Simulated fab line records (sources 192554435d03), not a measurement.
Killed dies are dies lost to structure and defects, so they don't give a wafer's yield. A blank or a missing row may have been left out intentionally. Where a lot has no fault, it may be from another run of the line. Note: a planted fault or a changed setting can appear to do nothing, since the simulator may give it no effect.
fab line records	flow n5Finfet
record lots=24	wafers=72	lastDay=17
route steps=1938 shown BEOL_M5@1126
lots with no fault: from the same line, run without faults
startH: hours from the record's opening day to when the first of the lot's shown wafers began	waitH: hours elapsed since this lot's preceding step	" unchanged from the row above	L1.1+2: one row covering several wafers at once	- value missing, or start not given	* or withheld: withheld	< > ~ a bound
route shown NAME@n: a module of which the file shows steps, and the number in the route of the first	usual: mean/standard deviation taken from wafers without a fault	same: alike in all rows	chamber/n: place in a boat	sites: the reading at each site	_std_site: the standard deviation of these	_edge_site: the outer-site mean with the inner-site mean subtracted	radiusMm: for every site, how far away it sits from the centre of the wafer	mask NAME#n: copy n	behind: the last tool/chamber to shape the wafer	hold: why the lot was held/for how many hours/how that ended	device: the n, p or np transistor that did not switch	end of line: the tests these same wafers got at the end of their route	a step given without rows: its recipe and nothing more	killed: dies that structure and defects cost at the first sort, which is not the same as the wafer's yield	map: a wafer's dies, marking killed ones x, the rest . and places with no die _
set.NAME: setting as actually run; set.NAME@STEP: the setting as run at that earlier step	model.NAME: the simulator's own value behind a step, which no gauge read
a sample of lots followed through the steps of the route, with each step as a table and each wafer as a row
services: the hour from which a tool's chamber was out of use, counted from the record's first day as startH (under 0 if before that day), plus the number of hours and why
## steps
# step N5_BEOL_M5_CD_MEAS_11
# recipe targetCdNm=27.74	landingEnergyEv=500	detector=seInlens
# usual cdNm=28.12/0.22
lot.wafer	tool	chamber	startH	waitH	cdNm
L075.1	cdSem-01	0	174.08	-	27.86
L075.3	"	0	"	"	27.65
L075.6	"	0	"	"	28.10
L074.2	cdSem-03	0	174.18	-	27.69
L074.4	"	0	"	"	28.20
L074.5	"	0	"	"	28.39
L077.2	cdSem-01	0	190.40	-	28.27
L077.3	"	0	"	"	28.32
L077.6	"	0	"	"	27.91
L078.2	cdSem-02	0	192.75	-	27.68
L078.3	"	0	"	"	28.43
L078.5	"	0	"	"	27.95
L076.1	cdSem-03	0	195.03	-	28.38
L076.2	"	0	"	"	28.10
L076.3	"	0	"	"	28.18
L079.1	cdSem-03	0	195.60	-	27.78
L079.4	"	0	"	"	28.01
L079.6	"	0	"	"	27.92
L081.2	cdSem-02	0	201.12	-	28.30
L081.3	"	0	"	"	27.88
L081.4	"	0	"	"	28.42
L080.2	cdSem-03	0	205.58	-	28.14
L080.3	"	0	"	"	28.27
L080.6	"	0	"	"	28.08
L082.1	cdSem-01	0	215.64	-	27.58
L082.2	"	0	"	"	28.13
L082.4	"	0	"	"	28.17
L083.1	cdSem-01	0	219.07	-	28.22
L083.3	"	0	"	"	28.61
L083.6	"	0	"	"	28.10
L084.1	cdSem-02	0	229.28	-	28.07
L084.5	"	0	"	"	28.08
L084.6	"	0	"	"	27.87
L085.4	cdSem-02	0	238.79	-	28.02
L085.5	"	0	"	"	28.04
L085.6	"	0	"	"	28.06
L087.2	cdSem-02	0	245.69	-	28.51
L087.5	"	0	"	"	28.22
L087.6	"	0	"	"	28.25
L088.1	cdSem-03	0	248.71	-	28.04
L088.2	"	0	"	"	28.12
L088.6	"	0	"	"	28.01
L086.1	cdSem-02	0	250.38	-	27.94
L086.3	"	0	"	"	28.16
L086.4	"	0	"	"	28.37
L089.1	cdSem-02	0	258.61	-	28.10
L089.3	"	0	"	"	28.07
L089.5	"	0	"	"	28.25
L090.3	cdSem-02	0	263.20	-	28.30
L090.4	"	0	"	"	28.05
L090.6	"	0	"	"	28.07
L091.1	cdSem-02	0	269.18	-	28.27
L091.3	"	0	"	"	28.05
L091.5	"	0	"	"	27.94
L093.1	cdSem-02	0	280.49	-	28.04
L093.3	"	0	"	"	28.18
L093.4	"	0	"	"	28.45
L092.1	cdSem-03	0	283.50	-	28.27
L092.2	"	0	"	"	28.20
L092.6	"	0	"	"	28.34
L094.1	cdSem-03	0	297.51	-	28.65
L094.5	"	0	"	"	28.51
L094.6	"	0	"	"	28.28
L096.1	cdSem-02	0	297.71	-	28.11
L096.2	"	0	"	"	28.12
L096.5	"	0	"	"	28.03
L095.2	cdSem-03	0	298.17	-	27.96
L095.3	"	0	"	"	27.97
L095.5	"	0	"	"	27.88
L097.2	cdSem-01	0	299.89	-	28.62
L097.3	"	0	"	"	27.97
L097.6	"	0	"	"	28.06
# step N5_BEOL_M5_HM_OPEN_17
# recipe chemistry=Cl2/BCl3	targetDepthA=200	overetchA=60	target=TiN	maskMaterial=SOC	ionEnergyEv=150	pressureMtorr=10	icpW=1000	biasW=126	Cl2_flow_sccm=53.25	bcl3FlowSccm=21.75	Ar_flow_sccm=25
# usual drypumpMotorCurrentA=5.9/0.48	mfcCl2Sccm=53.25/0.16	oesProductAu=0.65/0.095	throttleValvePct=22.18/0.26
lot.wafer	tool	chamber	startH	waitH	drypumpMotorCurrentA	mfcCl2Sccm	oesProductAu	rfHoursCounterH	throttleValvePct
L075.1	rieMetal-03	0	175.18	0.0	5.6	53.47	0.60	82	22.39
L075.3	"	1	"	"	5.9	53.35	0.77	-	21.70
L075.6	"	1	"	"	5.9	53.19	0.77	-	21.70
L074.2	rieMetal-03	0	175.41	0.0	5.5	53.06	0.60	82	22.40
L074.4	"	1	"	"	5.9	53.33	0.76	-	21.70
L074.5	"	1	"	"	5.9	53.30	0.77	-	21.71
L077.2	rieMetal-01	1	190.77	0.0	6.5	53.37	0.51	125	22.67
L077.3	"	0	"	"	6.4	53.40	0.64	-	22.07
L077.6	"	0	"	"	6.4	53.09	0.64	-	22.08
L078.2	rieMetal-01	1	193.11	0.0	6.5	53.36	0.51	125	22.65
L078.3	"	1	"	"	6.5	53.31	0.51	-	22.65
L078.5	"	1	"	"	6.5	53.39	0.51	-	22.65
L076.1	rieMetal-02	0	195.60	0.0	6.0	53.18	0.66	43	22.13
L076.2	"	1	"	"	5.1	53.20	0.50	132	22.41
L076.3	"	1	"	"	5.1	53.11	0.50	-	22.39
L079.1	rieMetal-02	1	196.00	0.0	5.1	53.36	0.50	132	22.40
L079.4	"	1	"	"	5.1	53.10	0.49	-	22.41
L079.6	"	1	"	"	5.1	53.37	0.50	-	22.41
L081.2	rieMetal-02	0	201.49	0.0	6.0	53.26	0.66	44	22.14
L081.3	"	0	"	"	6.0	53.42	0.66	-	22.13
L081.4	"	1	"	"	5.1	53.27	0.49	-	22.40
L080.2	rieMetal-01	0	205.95	0.0	6.4	53.24	0.65	50	22.09
L080.3	"	1	"	"	6.5	53.12	0.51	-	22.65
L080.6	"	1	"	"	6.5	53.26	0.51	-	22.65
L082.1	rieMetal-03	0	216.40	0.0	5.6	53.07	0.60	85	22.39
L082.2	"	1	"	"	5.9	53.23	0.76	12	21.71
L082.4	"	1	"	"	5.9	53.05	0.76	-	21.70
L083.1	rieMetal-01	1	219.46	0.0	6.6	53.54	0.51	129	22.66
L083.3	"	1	"	"	6.5	53.17	0.51	-	22.65
L083.6	"	1	"	"	6.5	53.55	0.52	-	22.66
L084.1	rieMetal-01	0	229.65	0.0	6.4	53.15	0.63	52	22.11
L084.5	"	0	"	"	6.4	53.23	0.64	-	22.09
L084.6	"	0	"	"	6.4	52.92	0.64	-	22.07
L085.4	rieMetal-01	0	239.25	0.1	6.4	53.16	0.63	-	22.09
L085.5	"	0	"	"	6.4	53.40	0.63	-	22.08
L085.6	"	0	"	"	6.4	53.32	0.64	-	22.12
L087.2	rieMetal-01	1	246.16	0.0	6.5	53.38	0.83	0	22.26
L087.5	"	0	"	"	6.4	53.07	0.64	-	22.08
L087.6	"	1	"	"	6.5	53.52	0.83	-	22.25
L088.1	rieMetal-02	1	249.08	0.0	5.1	53.17	0.82	1	22.15
L088.2	"	0	"	"	6.1	53.19	0.65	49	22.15
L088.6	"	0	"	"	6.1	53.07	0.66	-	22.14
L086.1	rieMetal-02	0	251.27	0.0	6.0	53.34	0.64	50	22.17
L086.3	"	1	"	"	5.1	53.27	0.81	-	22.15
L086.4	"	0	"	"	6.0	53.09	0.65	-	22.16
L089.1	rieMetal-03	0	258.98	0.0	5.6	53.08	0.59	90	22.40
L089.3	"	0	"	"	5.6	53.39	0.58	-	22.39
L089.5	"	1	"	"	5.9	53.48	0.74	-	21.71
L090.3	rieMetal-03	1	263.70	0.1	5.8	53.29	0.73	-	21.70
L090.4	"	0	"	"	5.6	53.13	0.59	-	22.40
L090.6	"	0	"	"	5.6	53.27	0.59	-	22.40
L091.1	rieMetal-03	0	269.55	0.0	5.6	53.18	0.58	91	22.41
L091.3	"	0	"	"	5.6	53.18	0.59	-	22.41
L091.5	"	1	"	"	5.9	53.11	0.74	-	21.71
L093.1	rieMetal-02	1	281.14	0.0	5.1	53.16	0.79	4	22.16
L093.3	"	1	"	"	5.1	53.59	0.78	-	22.16
L093.4	"	0	"	"	6.0	53.67	0.64	-	22.16
L092.1	rieMetal-02	0	283.87	0.0	6.0	53.18	0.64	53	22.17
L092.2	"	1	"	"	5.1	53.41	0.78	4	22.17
L092.6	"	0	"	"	6.0	53.39	0.64	-	22.16
L094.1	rieMetal-02	0	297.88	0.0	6.0	53.46	0.65	54	22.17
L094.5	"	1	"	"	5.2	53.36	0.79	-	22.16
L094.6	"	0	"	"	6.0	53.42	0.64	-	22.14
L096.1	rieMetal-02	0	298.17	0.0	6.0	52.96	0.65	54	22.14
L096.2	"	1	"	"	5.2	53.56	0.78	5	22.17
L096.5	"	1	"	"	5.2	53.28	0.79	-	22.17
L095.2	rieMetal-02	0	298.63	0.1	6.0	53.45	0.64	54	22.18
L095.3	"	0	"	"	6.0	53.37	0.63	-	22.16
L095.5	"	0	"	"	6.0	53.33	0.64	-	22.14
L097.2	rieMetal-03	0	300.26	0.0	5.6	53.27	0.58	94	22.43
L097.3	"	1	"	"	5.9	53.26	0.73	-	21.72
L097.6	"	0	"	"	5.6	53.06	0.57	-	22.44
# step N5_BEOL_M5_OCD_MEAS_38
# usual trenchDepthNm=71.4/1.1
lot.wafer	tool	chamber	startH	waitH	trenchDepthNm
L075.1	ocd-02	-	176.31	-	73.4
L075.3	"	-	"	"	71.1
L075.6	"	-	"	"	71.7
L074.2	ocd-01	-	179.57	-	73.1
L074.4	"	-	"	"	72.1
L074.5	"	-	"	"	71.5
L077.2	ocd-02	-	191.82	-	69.5
L077.3	"	-	"	"	70.3
L077.6	"	-	"	"	71.3
L078.2	ocd-01	-	195.21	-	72.4
L078.3	"	-	"	"	71.0
L078.5	"	-	"	"	71.5
L076.1	ocd-01	-	198.03	-	71.0
L076.2	"	-	"	"	70.0
L076.3	"	-	"	"	70.5
L079.1	ocd-01	-	199.65	-	70.8
L079.4	"	-	"	"	72.9
L079.6	"	-	"	"	72.3
L081.2	ocd-01	-	204.97	-	72.8
L081.3	"	-	"	"	71.7
L081.4	"	-	"	"	70.9
L080.2	ocd-02	-	208.37	-	73.3
L080.3	"	-	"	"	70.8
L080.6	"	-	"	"	73.3
L082.1	ocd-02	-	218.36	-	70.1
L082.2	"	-	"	"	70.7
L082.4	"	-	"	"	72.4
L083.1	ocd-01	-	220.59	-	71.2
L083.3	"	-	"	"	71.1
L083.6	"	-	"	"	70.9
L084.1	ocd-01	-	232.14	-	69.2
L084.5	"	-	"	"	71.1
L084.6	"	-	"	"	73.1
L085.4	ocd-02	-	241.84	-	72.2
L085.5	"	-	"	"	70.7
L085.6	"	-	"	"	71.8
L087.2	ocd-01	-	247.21	-	69.5
L087.5	"	-	"	"	72.1
L087.6	"	-	"	"	71.2
L088.1	ocd-01	-	250.58	-	70.6
L088.2	"	-	"	"	71.4
L088.6	"	-	"	"	69.2
L086.1	ocd-01	-	253.19	-	70.0
L086.3	"	-	"	"	70.8
L086.4	"	-	"	"	71.4
L089.1	ocd-01	-	260.67	-	70.5
L089.3	"	-	"	"	71.6
L089.5	"	-	"	"	70.2
L090.3	ocd-02	-	266.29	-	70.1
L090.4	"	-	"	"	71.0
L090.6	"	-	"	"	70.3
L091.1	ocd-02	-	270.88	-	73.5
L091.3	"	-	"	"	72.5
L091.5	"	-	"	"	73.5
L093.1	ocd-02	-	282.28	-	72.1
L093.3	"	-	"	"	71.3
L093.4	"	-	"	"	71.7
L092.1	ocd-01	-	286.80	-	71.0
L092.2	"	-	"	"	73.1
L092.6	"	-	"	"	72.3
L094.1	ocd-02	-	299.00	-	71.6
L094.5	"	-	"	"	71.9
L094.6	"	-	"	"	70.1
L096.1	ocd-02	-	299.21	-	70.0
L096.2	"	-	"	"	70.2
L096.5	"	-	"	"	71.2
L095.2	ocd-02	-	299.82	-	72.3
L095.3	"	-	"	"	72.4
L095.5	"	-	"	"	69.8
L097.2	ocd-01	-	305.38	-	72.4
L097.3	"	-	"	"	73.5
L097.6	"	-	"	"	72.5
# step N5_BEOL_M5_DEGAS_44
# recipe ambient=vacuum	tempC=250	timeS=60
# usual heaterPowerW=353/29
lot.wafer	tool	chamber	startH	waitH	heaterPowerW
L075.1	pvdSputter-02	-	176.83	0.3	374
L075.3	"	-	"	"	379
L075.6	"	-	"	"	343
L074.2	pvdSputter-03	-	180.25	0.4	368
L074.4	"	-	"	"	310
L074.5	"	-	"	"	335
L077.2	pvdSputter-02	-	192.38	0.3	335
L077.3	"	-	"	"	381
L077.6	"	-	"	"	376
L078.2	pvdSputter-02	-	196.06	0.5	370
L078.3	"	-	"	"	377
L078.5	"	-	"	"	384
L076.1	pvdSputter-02	-	199.60	1.2	374
L076.2	"	-	"	"	342
L076.3	"	-	"	"	368
L079.1	pvdSputter-02	-	200.22	0.3	370
L079.4	"	-	"	"	340
L079.6	"	-	"	"	366
L081.2	pvdSputter-02	-	205.74	0.5	372
L081.3	"	-	"	"	335
L081.4	"	-	"	"	366
L080.2	pvdSputter-01	-	208.94	0.3	376
L080.3	"	-	"	"	278
L080.6	"	-	"	"	342
L082.1	pvdSputter-03	-	219.13	0.3	380
L082.2	"	-	"	"	314
L082.4	"	-	"	"	365
L083.1	pvdSputter-02	-	223.63	2.3	375
L083.3	"	-	"	"	373
L083.6	"	-	"	"	376
L084.1	pvdSputter-01	-	233.84	0.6	280
L084.5	"	-	"	"	329
L084.6	"	-	"	"	287
L085.4	pvdSputter-03	-	242.59	0.4	368
L085.5	"	-	"	"	359
L085.6	"	-	"	"	374
L087.2	pvdSputter-03	-	247.73	0.2	376
L087.5	"	-	"	"	383
L087.6	"	-	"	"	367
L088.1	pvdSputter-02	-	252.89	2.1	385
L088.2	"	-	"	"	378
L088.6	"	-	"	"	345
L086.1	pvdSputter-02	-	253.91	0.4	343
L086.3	"	-	"	"	365
L086.4	"	-	"	"	375
L089.1	pvdSputter-01	-	261.26	0.4	330
L089.3	"	-	"	"	289
L089.5	"	-	"	"	281
L090.3	pvdSputter-03	-	266.85	0.2	300
L090.4	"	-	"	"	326
L090.6	"	-	"	"	387
L091.1	pvdSputter-01	-	271.78	0.7	335
L091.3	"	-	"	"	281
L091.5	"	-	"	"	349
L093.1	pvdSputter-01	-	283.03	0.5	281
L093.3	"	-	"	"	382
L093.4	"	-	"	"	340
L092.1	pvdSputter-02	-	288.29	1.2	378
L092.2	"	-	"	"	375
L092.6	"	-	"	"	371
L094.1	pvdSputter-03	-	299.52	0.3	370
L094.5	"	-	"	"	334
L094.6	"	-	"	"	384
L096.1	pvdSputter-02	-	299.82	0.3	377
L096.2	"	-	"	"	380
L096.5	"	-	"	"	370
L095.2	pvdSputter-03	-	301.61	1.2	365
L095.3	"	-	"	"	322
L095.5	"	-	"	"	357
L097.2	pvdSputter-01	-	305.89	0.2	276
L097.3	"	-	"	"	342
L097.6	"	-	"	"	337
# step N5_BEOL_M5_ANNEAL_49
# recipe tempC=400	timeS=1800	ambient=vacuum
# usual heaterPowerW=867/76
lot.wafer	tool	chamber	startH	waitH	heaterPowerW
L075.1	pvdSputter-02	-	179.23	0.0	933
L075.3	"	-	"	"	934
L075.6	"	-	"	"	961
L074.2	pvdSputter-03	-	181.03	0.0	932
L074.4	"	-	"	"	826
L074.5	"	-	"	"	780
L077.2	pvdSputter-03	-	193.39	0.0	765
L077.3	"	-	"	"	889
L077.6	"	-	"	"	774
L078.2	pvdSputter-03	-	197.82	0.0	914
L078.3	"	-	"	"	769
L078.5	"	-	"	"	847
L076.1	pvdSputter-02	-	200.54	0.0	926
L076.2	"	-	"	"	919
L076.3	"	-	"	"	864
L079.1	pvdSputter-01	-	200.99	0.0	822
L079.4	"	-	"	"	837
L079.6	"	-	"	"	947
L081.2	pvdSputter-03	-	206.54	0.0	792
L081.3	"	-	"	"	913
L081.4	"	-	"	"	830
L080.2	pvdSputter-01	-	209.58	0.0	849
L080.3	"	-	"	"	932
L080.6	"	-	"	"	825
L082.1	pvdSputter-01	-	219.77	0.0	708
L082.2	"	-	"	"	826
L082.4	"	-	"	"	947
L083.1	pvdSputter-01	-	224.49	0.0	857
L083.3	"	-	"	"	850
L083.6	"	-	"	"	846
L084.1	pvdSputter-01	-	234.58	0.0	943
L084.5	"	-	"	"	835
L084.6	"	-	"	"	943
L085.4	pvdSputter-03	-	243.39	0.0	762
L085.5	"	-	"	"	757
L085.6	"	-	"	"	824
L087.2	pvdSputter-02	-	248.47	0.0	942
L087.5	"	-	"	"	964
L087.6	"	-	"	"	927
L088.1	pvdSputter-03	-	253.79	0.0	981
L088.2	"	-	"	"	767
L088.6	"	-	"	"	967
L086.1	pvdSputter-02	-	255.05	0.0	954
L086.3	"	-	"	"	914
L086.4	"	-	"	"	889
L089.1	pvdSputter-03	-	262.12	0.0	918
L089.3	"	-	"	"	815
L089.5	"	-	"	"	919
L090.3	pvdSputter-03	-	267.79	0.0	840
L090.4	"	-	"	"	966
L090.6	"	-	"	"	904
L091.1	pvdSputter-01	-	272.66	0.0	700
L091.3	"	-	"	"	831
L091.5	"	-	"	"	864
L093.1	pvdSputter-01	-	283.73	0.0	699
L093.3	"	-	"	"	956
L093.4	"	-	"	"	839
L092.1	pvdSputter-02	-	289.05	0.0	925
L092.2	"	-	"	"	926
L092.6	"	-	"	"	934
L094.1	pvdSputter-02	-	300.19	0.0	935
L094.5	"	-	"	"	840
L094.6	"	-	"	"	925
L096.1	pvdSputter-01	-	301.39	0.0	871
L096.2	"	-	"	"	710
L096.5	"	-	"	"	950
L095.2	pvdSputter-03	-	302.57	0.0	844
L095.3	"	-	"	"	941
L095.5	"	-	"	"	900
L097.2	pvdSputter-03	-	307.08	0.0	785
L097.3	"	-	"	"	902
L097.6	"	-	"	"	789
# step N5_BEOL_M5_CO_CAP_78
# recipe material=Co	targetThkA=20	tempC=200	precursor=CCTBA/H2	pressureTorr=30	timeS=102.1
# usual heaterPowerW=235/22
lot.wafer	tool	chamber	startH	waitH	heaterPowerW	sinceWetCleanH
L075.1	cvdCo-01	0	184.59	0.0	237	726
L075.3	"	2	"	"	190	267
L075.6	"	1	"	"	231	-
L074.2	cvdCo-02	1	186.17	0.0	236	50
L074.4	"	2	"	"	267	-
L074.5	"	0	"	"	223	-
L077.2	cvdCo-02	1	198.53	0.0	235	62
L077.3	"	0	"	"	224	959
L077.6	"	2	"	"	272	-
L078.2	cvdCo-02	0	202.96	0.0	226	963
L078.3	"	1	"	"	235	66
L078.5	"	2	"	"	270	-
L076.1	cvdCo-01	0	205.68	0.0	231	747
L076.2	"	1	"	"	228	1184
L076.3	"	2	"	"	187	288
L079.1	cvdCo-02	0	206.14	0.0	226	966
L079.4	"	0	"	"	223	-
L079.6	"	2	"	"	262	-
L081.2	cvdCo-02	0	211.68	0.0	229	972
L081.3	"	1	"	"	236	75
L081.4	"	2	"	"	264	-
L080.2	cvdCo-01	1	214.73	0.0	231	1193
L080.3	"	2	"	"	186	297
L080.6	"	0	"	"	231	-
L082.1	cvdCo-02	1	224.92	0.0	228	88
L082.2	"	2	"	"	269	526
L082.4	"	2	"	"	260	-
L083.1	cvdCo-02	0	229.78	0.0	224	990
L083.3	"	2	"	"	257	530
L083.6	"	1	"	"	235	-
L084.1	cvdCo-01	1	239.72	0.0	230	1218
L084.5	"	0	"	"	233	-
L084.6	"	2	"	"	190	-
L085.4	cvdCo-02	2	248.59	0.0	259	-
L085.5	"	1	"	"	237	-
L085.6	"	0	"	"	227	-
L087.2	cvdCo-01	2	253.60	0.0	189	336
L087.5	"	1	"	"	228	-
L087.6	"	0	"	"	229	-
L088.1	cvdCo-01	1	259.02	0.0	224	1238
L088.2	"	2	"	"	191	341
L088.6	"	1	"	"	229	-
L086.1	cvdCo-01	1	260.36	0.0	232	1239
L086.3	"	2	"	"	192	342
L086.4	"	2	"	"	187	-
L089.1	cvdCo-02	0	267.26	0.0	221	1027
L089.3	"	2	"	"	266	568
L089.5	"	2	"	"	264	-
L090.3	cvdCo-02	2	273.85	0.0	260	575
L090.4	"	2	"	"	263	-
L090.6	"	0	"	"	222	-
L091.1	cvdCo-02	0	277.80	0.0	218	1038
L091.3	"	2	"	"	261	578
L091.5	"	2	"	"	265	-
L093.1	cvdCo-02	2	289.07	0.0	272	590
L093.3	"	0	"	"	226	1049
L093.4	"	1	"	"	239	-
L092.1	cvdCo-02	1	294.19	0.0	233	158
L092.2	"	0	"	"	230	1054
L092.6	"	1	"	"	231	-
L094.1	cvdCo-02	1	305.33	0.0	237	169
L094.5	"	2	"	"	269	-
L094.6	"	1	"	"	239	-
L096.1	cvdCo-02	1	306.52	0.0	242	170
L096.2	"	2	"	"	272	607
L096.5	"	1	"	"	239	-
L095.2	cvdCo-02	1	307.77	0.0	239	171
L095.3	"	2	"	"	260	608
L095.5	"	1	"	"	239	-
L097.2	cvdCo-02	1	312.43	0.0	242	176
L097.3	"	2	"	"	266	613
L097.6	"	1	"	"	243	-
## services
tool	chamber	startH	hours	kind
rieMetal-02	1	208.28	-	clean
rieMetal-02	1	208.28	27.7	scheduledDown
rieMetal-02	1	208.28	27.7	ventCycle
rieMetal-01	0	214.85	8.2	repair
rieMetal-02	-	220.54	1.9	repair
rieMetal-01	1	226.50	-	clean
rieMetal-01	1	226.50	17.4	scheduledDown
rieMetal-01	1	226.50	17.4	ventCycle
rieMetal-03	1	241.17	12.5	repair
rieMetal-02	0	259.68	4.2	repair
cvdCo-01	-	267.98	6.0	pm
rieMetal-01	-	296.07	2.8	pm
rieMetal-02	1	307.60	2.2	repair
## key
fault none
